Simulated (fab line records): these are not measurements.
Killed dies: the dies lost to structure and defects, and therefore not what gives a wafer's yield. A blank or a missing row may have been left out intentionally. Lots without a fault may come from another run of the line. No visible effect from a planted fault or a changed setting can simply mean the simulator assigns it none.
Which tool did it? || flow n5Finfet || 9 lots, 27 wafers sampled, at 7 steps of a route of 1938

## WHAT EACH GAUGE READ, for each wafer
N5_BEOL_M5_CD_MEAS_11: target cd 27.74 nm.
{"lot": "L968", "measured": "day 9 00:16", "on": "cdSem-01", "cdNm (nm)": "28.2 28.5 28.4"}
{"lot": "L969", "measured": "day 9 00:19", "on": "cdSem-02", "cdNm (nm)": "28.1 27.9 27.8"}
{"lot": "L972", "measured": "day 10 02:38", "on": "cdSem-02", "cdNm (nm)": "27.7 27.6 27.2"}
{"lot": "L977", "measured": "day 11 06:45", "on": "cdSem-03", "cdNm (nm)": "28.3 28.3 28.8"}
{"lot": "L978", "measured": "day 11 14:15", "on": "cdSem-02", "cdNm (nm)": "28.0 27.6 28.2"}
{"lot": "L981", "measured": "day 12 17:29", "on": "cdSem-02", "cdNm (nm)": "27.7 28.3 27.9"}
{"lot": "L985", "measured": "day 13 00:50", "on": "cdSem-01", "cdNm (nm)": "27.7 27.9 27.8"}
{"lot": "L986", "measured": "day 13 01:52", "on": "cdSem-03", "cdNm (nm)": "28.3 28.0 28.6"}
{"lot": "L984", "measured": "day 13 16:58", "on": "cdSem-03", "cdNm (nm)": "28.5 28.0 28.0"}

N5_BEOL_M5_OCD_MEAS_38.
{"lot": "L968", "measured": "day 9 01:55", "on": "ocd-02", "trenchDepthNm (nm)": "71.3 68.7 71.7"}
{"lot": "L969", "measured": "day 9 02:25", "on": "ocd-01", "trenchDepthNm (nm)": "72.4 69.6 69.7"}
{"lot": "L972", "measured": "day 10 06:25", "on": "ocd-01", "trenchDepthNm (nm)": "68.0 72.7 68.2"}
{"lot": "L977", "measured": "day 11 09:16", "on": "ocd-01", "trenchDepthNm (nm)": "62.0 65.0 63.5"}
{"lot": "L978", "measured": "day 11 16:44", "on": "ocd-01", "trenchDepthNm (nm)": "62.8 63.2 64.2"}
{"lot": "L981", "measured": "day 12 21:36", "on": "ocd-01", "trenchDepthNm (nm)": "71.1 70.3 70.5"}
{"lot": "L985", "measured": "day 13 05:14", "on": "ocd-01", "trenchDepthNm (nm)": "74.2 72.0 70.3"}
{"lot": "L986", "measured": "day 13 04:52", "on": "ocd-02", "trenchDepthNm (nm)": "70.0 69.8 68.6"}
{"lot": "L984", "measured": "day 13 19:33", "on": "ocd-02", "trenchDepthNm (nm)": "74.2 70.1 75.2"}

N5_BEOL_M5_THK_MEAS_53: measures by xrf.
{"lot": "L968", "measured": "day 9 08:31", "on": "filmMetro-01", "M5_THK (nm)": "62.0 57.4 62.5"}
{"lot": "L969", "measured": "day 9 08:59", "on": "filmMetro-01", "M5_THK (nm)": "64.3 57.9 61.2"}
{"lot": "L972", "measured": "day 10 13:12", "on": "filmMetro-01", "M5_THK (nm)": "55.6 62.1 56.0"}
{"lot": "L977", "measured": "day 11 15:52", "on": "filmMetro-01", "M5_THK (nm)": "53.5 55.6 55.3"}
{"lot": "L978", "measured": "day 11 23:59", "on": "filmMetro-02", "M5_THK (nm)": "52.3 54.7 56.0"}
{"lot": "L981", "measured": "day 13 05:20", "on": "filmMetro-02", "M5_THK (nm)": "59.0 62.4 58.7"}
{"lot": "L985", "measured": "day 13 12:50", "on": "filmMetro-02", "M5_THK (nm)": "64.9 60.6 60.9"}
{"lot": "L986", "measured": "day 13 11:44", "on": "filmMetro-02", "M5_THK (nm)": "59.8 62.1 59.4"}
{"lot": "L984", "measured": "day 14 03:42", "on": "filmMetro-02", "M5_THK (nm)": "65.4 59.9 63.8"}

N5_BEOL_M5_RS_MEAS_57: the measuring method here is four-point-probe.
{"lot": "L968", "measured": "day 9 08:47", "on": "filmMetro-02", "M5_RS (ohm/sq)": "0.389 0.427 0.385"}
{"lot": "L969", "measured": "day 9 09:15", "on": "filmMetro-02", "M5_RS (ohm/sq)": "0.369 0.416 0.390"}
{"lot": "L972", "measured": "day 10 13:28", "on": "filmMetro-01", "M5_RS (ohm/sq)": "0.443 0.387 0.441"}
{"lot": "L977", "measured": "day 11 16:08", "on": "filmMetro-02", "M5_RS (ohm/sq)": "0.469 0.445 0.446"}
{"lot": "L978", "measured": "day 12 00:16", "on": "filmMetro-02", "M5_RS (ohm/sq)": "0.483 0.456 0.442"}
{"lot": "L981", "measured": "day 13 05:35", "on": "filmMetro-02", "M5_RS (ohm/sq)": "0.413 0.385 0.413"}
{"lot": "L985", "measured": "day 13 13:05", "on": "filmMetro-02", "M5_RS (ohm/sq)": "0.365 0.401 0.395"}
{"lot": "L986", "measured": "day 13 12:00", "on": "filmMetro-02", "M5_RS (ohm/sq)": "0.405 0.383 0.405"}
{"lot": "L984", "measured": "day 14 03:58", "on": "filmMetro-01", "M5_RS (ohm/sq)": "0.363 0.407 0.378"}

## WHICH TOOL RAN EACH LOT (tool, then ch and the chambers of the sampled wafers, then the start)
{"lot": "L968", "N5_BEOL_M5_TRENCH_ETCH_37": "rieDiel-06 ch 1,2,3, day 9 01:46", "N5_BEOL_M5_ETCH_41": "rieDiel-06 ch 1,2,3, day 9 01:55 or earlier", "N5_BEOL_M5_DEGAS_44": "pvdSputter-02, day 9 02:43"}
{"lot": "L969", "N5_BEOL_M5_TRENCH_ETCH_37": "rieDiel-06 ch 2,3, day 9 02:16", "N5_BEOL_M5_ETCH_41": "rieDiel-06 ch 2,3, day 9 02:25 or earlier", "N5_BEOL_M5_DEGAS_44": "pvdSputter-02, day 9 02:59"}
{"lot": "L972", "N5_BEOL_M5_TRENCH_ETCH_37": "rieDiel-06 ch 0,1, day 10 06:16", "N5_BEOL_M5_ETCH_41": "rieDiel-06 ch 0,1, day 10 06:25 or earlier", "N5_BEOL_M5_DEGAS_44": "pvdSputter-02, day 10 07:11"}
{"lot": "L977", "N5_BEOL_M5_TRENCH_ETCH_37": "rieDiel-06 ch 1,2,3, day 11 09:07", "N5_BEOL_M5_ETCH_41": "rieDiel-06 ch 1,2,3, day 11 09:16 or earlier", "N5_BEOL_M5_DEGAS_44": "pvdSputter-02, day 11 09:50"}
{"lot": "L978", "N5_BEOL_M5_TRENCH_ETCH_37": "rieDiel-06 ch 1,2,3, day 11 16:35", "N5_BEOL_M5_ETCH_41": "rieDiel-06 ch 1,2,3, day 11 16:44 or earlier", "N5_BEOL_M5_DEGAS_44": "pvdSputter-03, day 11 17:44"}
{"lot": "L981", "N5_BEOL_M5_TRENCH_ETCH_37": "rieDiel-03 ch 0,1, day 12 21:27", "N5_BEOL_M5_ETCH_41": "rieDiel-03 ch 0,1, day 12 21:36 or earlier", "N5_BEOL_M5_DEGAS_44": "pvdSputter-02, day 12 22:08"}
{"lot": "L985", "N5_BEOL_M5_TRENCH_ETCH_37": "rieDiel-03 ch 1,2,3, day 13 05:04", "N5_BEOL_M5_ETCH_41": "rieDiel-03 ch 1,2,3, day 13 05:14 or earlier", "N5_BEOL_M5_DEGAS_44": "pvdSputter-02, day 13 05:58"}
{"lot": "L986", "N5_BEOL_M5_TRENCH_ETCH_37": "rieDiel-04 ch 0,1,3, day 13 04:43", "N5_BEOL_M5_ETCH_41": "rieDiel-04 ch 0,1,3, day 13 04:52 or earlier", "N5_BEOL_M5_DEGAS_44": "pvdSputter-02, day 13 05:23"}
{"lot": "L984", "N5_BEOL_M5_TRENCH_ETCH_37": "rieDiel-03 ch 0,3, day 13 19:23", "N5_BEOL_M5_ETCH_41": "rieDiel-03 ch 0,3, day 13 19:33 or earlier", "N5_BEOL_M5_DEGAS_44": "pvdSputter-03, day 13 20:18"}
- N5_BEOL_M5_TRENCH_ETCH_37: etches SiCOH lowk in C4F6/O2, target depth 71.652 nm, time 24.7 s.
- N5_BEOL_M5_ETCH_41: etches SiCN in CH3F/O2, target depth 31.5 nm, time 56.7 s.
- N5_BEOL_M5_DEGAS_44: time 60 s.

## WHAT THE TOOLS THEMSELVES READ (means of the sampled wafers that have a number; where no wafer has one, the mark that the record gives instead)
N5_BEOL_M5_TRENCH_ETCH_37.
{"lot": "L968", "tool": "rieDiel-06", "drypumpMotorCurrentA (A)": 6.0, "oes_f_703_au (a.u.)": 0.75, "oesProductAu (a.u.)": 0.76, "rfFwdPowerW (W)": 339.1, "rfVppV (V)": 682, "showerheadPlenumPTorr (Torr)": 2.84, "throttleValvePct (%)": 20.94}
{"lot": "L969", "tool": "rieDiel-06", "drypumpMotorCurrentA (A)": 6.1, "oes_f_703_au (a.u.)": 0.76, "oesProductAu (a.u.)": 0.75, "rfFwdPowerW (W)": 340.6, "rfVppV (V)": 662, "showerheadPlenumPTorr (Torr)": 2.83, "throttleValvePct (%)": 20.95}
{"lot": "L972", "tool": "rieDiel-06", "drypumpMotorCurrentA (A)": 5.4, "oes_f_703_au (a.u.)": 0.74, "oesProductAu (a.u.)": 0.78, "rfFwdPowerW (W)": 339.1, "rfVppV (V)": 679, "showerheadPlenumPTorr (Torr)": 2.77, "throttleValvePct (%)": 20.80}
{"lot": "L977", "tool": "rieDiel-06", "drypumpMotorCurrentA (A)": 6.0, "oes_f_703_au (a.u.)": 0.53, "oesProductAu (a.u.)": 0.70, "rfFwdPowerW (W)": 256.3, "rfVppV (V)": 785, "showerheadPlenumPTorr (Torr)": 2.83, "throttleValvePct (%)": 20.95}
{"lot": "L978", "tool": "rieDiel-06", "drypumpMotorCurrentA (A)": 6.0, "oes_f_703_au (a.u.)": 0.52, "oesProductAu (a.u.)": 0.69, "rfFwdPowerW (W)": 255.8, "rfVppV (V)": 785, "showerheadPlenumPTorr (Torr)": 2.83, "throttleValvePct (%)": 20.97}
{"lot": "L981", "tool": "rieDiel-03", "drypumpMotorCurrentA (A)": 5.3, "oes_f_703_au (a.u.)": 0.74, "oesProductAu (a.u.)": 0.80, "rfFwdPowerW (W)": 338.9, "rfVppV (V)": 717, "showerheadPlenumPTorr (Torr)": 2.96, "throttleValvePct (%)": 21.08}
{"lot": "L985", "tool": "rieDiel-03", "drypumpMotorCurrentA (A)": 5.7, "oes_f_703_au (a.u.)": 0.83, "oesProductAu (a.u.)": 0.85, "rfFwdPowerW (W)": 339.1, "rfVppV (V)": 683, "showerheadPlenumPTorr (Torr)": 2.91, "throttleValvePct (%)": 20.98}
{"lot": "L986", "tool": "rieDiel-04", "drypumpMotorCurrentA (A)": 5.4, "oes_f_703_au (a.u.)": 0.76, "oesProductAu (a.u.)": 0.72, "rfFwdPowerW (W)": 338.4, "rfVppV (V)": 644, "showerheadPlenumPTorr (Torr)": 2.79, "throttleValvePct (%)": 20.98}
{"lot": "L984", "tool": "rieDiel-03", "drypumpMotorCurrentA (A)": 6.0, "oes_f_703_au (a.u.)": 0.76, "oesProductAu (a.u.)": 0.80, "rfFwdPowerW (W)": 337.5, "rfVppV (V)": 677, "showerheadPlenumPTorr (Torr)": 2.88, "throttleValvePct (%)": 21.25}

N5_BEOL_M5_ETCH_41.
{"lot": "L968", "tool": "rieDiel-06", "drypumpMotorCurrentA (A)": 6.0, "oesProductAu (a.u.)": 0.77, "rfFwdPowerW (W)": 391.1, "rfVppV (V)": 297.5, "showerheadPlenumPTorr (Torr)": 2.00, "throttleValvePct (%)": 16.38}
{"lot": "L969", "tool": "rieDiel-06", "drypumpMotorCurrentA (A)": 6.1, "oesProductAu (a.u.)": 0.76, "rfFwdPowerW (W)": 391.3, "rfVppV (V)": 297.3, "showerheadPlenumPTorr (Torr)": 1.99, "throttleValvePct (%)": 16.39}
{"lot": "L972", "tool": "rieDiel-06", "drypumpMotorCurrentA (A)": 5.4, "oesProductAu (a.u.)": 0.78, "rfFwdPowerW (W)": 391.1, "rfVppV (V)": 295.5, "showerheadPlenumPTorr (Torr)": 1.94, "throttleValvePct (%)": 16.23}
{"lot": "L977", "tool": "rieDiel-06", "drypumpMotorCurrentA (A)": 6.0, "oesProductAu (a.u.)": 0.75, "rfFwdPowerW (W)": 392.1, "rfVppV (V)": 296.7, "showerheadPlenumPTorr (Torr)": 1.99, "throttleValvePct (%)": 16.42}
{"lot": "L978", "tool": "rieDiel-06", "drypumpMotorCurrentA (A)": 6.0, "oesProductAu (a.u.)": 0.74, "rfFwdPowerW (W)": 391.1, "rfVppV (V)": 296.8, "showerheadPlenumPTorr (Torr)": 1.99, "throttleValvePct (%)": 16.43}
{"lot": "L981", "tool": "rieDiel-03", "drypumpMotorCurrentA (A)": 5.3, "oesProductAu (a.u.)": 0.81, "rfFwdPowerW (W)": 389.6, "rfVppV (V)": 299.2, "showerheadPlenumPTorr (Torr)": 2.08, "throttleValvePct (%)": 16.43}
{"lot": "L985", "tool": "rieDiel-03", "drypumpMotorCurrentA (A)": 5.7, "oesProductAu (a.u.)": 0.86, "rfFwdPowerW (W)": 389.4, "rfVppV (V)": 297.6, "showerheadPlenumPTorr (Torr)": 2.04, "throttleValvePct (%)": 16.30}
{"lot": "L986", "tool": "rieDiel-04", "drypumpMotorCurrentA (A)": 5.4, "oesProductAu (a.u.)": 0.73, "rfFwdPowerW (W)": 390.0, "rfVppV (V)": 297.0, "showerheadPlenumPTorr (Torr)": 1.96, "throttleValvePct (%)": 16.45}
{"lot": "L984", "tool": "rieDiel-03", "drypumpMotorCurrentA (A)": 6.0, "oesProductAu (a.u.)": 0.80, "rfFwdPowerW (W)": 390.0, "rfVppV (V)": 297.8, "showerheadPlenumPTorr (Torr)": 2.02, "throttleValvePct (%)": 16.57}

N5_BEOL_M5_DEGAS_44.
{"lot": "L968", "tool": "pvdSputter-02", "heaterPowerW (W)": 331}
{"lot": "L969", "tool": "pvdSputter-02", "heaterPowerW (W)": 348}
{"lot": "L972", "tool": "pvdSputter-02", "heaterPowerW (W)": 328}
{"lot": "L977", "tool": "pvdSputter-02", "heaterPowerW (W)": 317}
{"lot": "L978", "tool": "pvdSputter-03", "heaterPowerW (W)": 323}
{"lot": "L981", "tool": "pvdSputter-02", "heaterPowerW (W)": 340}
{"lot": "L985", "tool": "pvdSputter-02", "heaterPowerW (W)": 323}
{"lot": "L986", "tool": "pvdSputter-02", "heaterPowerW (W)": 346}
{"lot": "L984", "tool": "pvdSputter-03", "heaterPowerW (W)": 327}

## THE ANSWER, worked out from the rows above alone
Rule: the lots themselves supply what counts as usual. The widest of any qualifying gaps counts: lots, ordered by their means at a reading, are off when they make up no more than a third of the lots, leave a main group of 4 or more, and stand apart from it by 3 or more times the standard deviation of that group's means. A main group is skipped when, at the precision printed for the reading in the tables above, its means are all equal. A lot without any number at a reading at which 4 lots or more have one is off too. Any other lot the step has rows for is counted as sound. First the gauges in route order, then the tools' own readings, where a lot's mean is used as printed above. At the first step where some lot is off, the reading lying furthest off is the one used; lots without a number count as furthest.
Off, at N5_BEOL_M5_OCD_MEAS_38 on trenchDepthNm: L977, L978. The main group: mean 70.9 nm, standard deviation 1.2.
If a tool, at a process step before that reading, ran all the lots that are off and no sound lot after the first of them, it fits. Not tried: the gauges at N5_BEOL_M5_OCD_MEAS_38; whatever is off there is also off at N5_BEOL_M5_TRENCH_ETCH_37, on other tools, and gauge error can't account for it. N5_BEOL_M5_ETCH_41: start missing for some lots; hours and lot order therefore follow N5_BEOL_M5_OCD_MEAS_38. One fits: rieDiel-06 at N5_BEOL_M5_TRENCH_ETCH_37 and N5_BEOL_M5_ETCH_41. At N5_BEOL_M5_TRENCH_ETCH_37 its last sound lot is L972 (day 10 06:16), its first lot that is off L977 (day 11 09:07): a fault that began between those two fits.
The tool's own readings at N5_BEOL_M5_TRENCH_ETCH_37 bear it out: on the lots that are off they differ by more than 5 times the standard deviation of the sound lots' means. oes_f_703_au reads 0.53 a.u. there against 0.76 a.u. on the sound lots; rfFwdPowerW reads 256.1 W there against 339.0 W on the sound lots; rfVppV reads 785 V there against 678 V on the sound lots.

## WHAT HAD BEEN PUT IN BY THE SIMULATOR
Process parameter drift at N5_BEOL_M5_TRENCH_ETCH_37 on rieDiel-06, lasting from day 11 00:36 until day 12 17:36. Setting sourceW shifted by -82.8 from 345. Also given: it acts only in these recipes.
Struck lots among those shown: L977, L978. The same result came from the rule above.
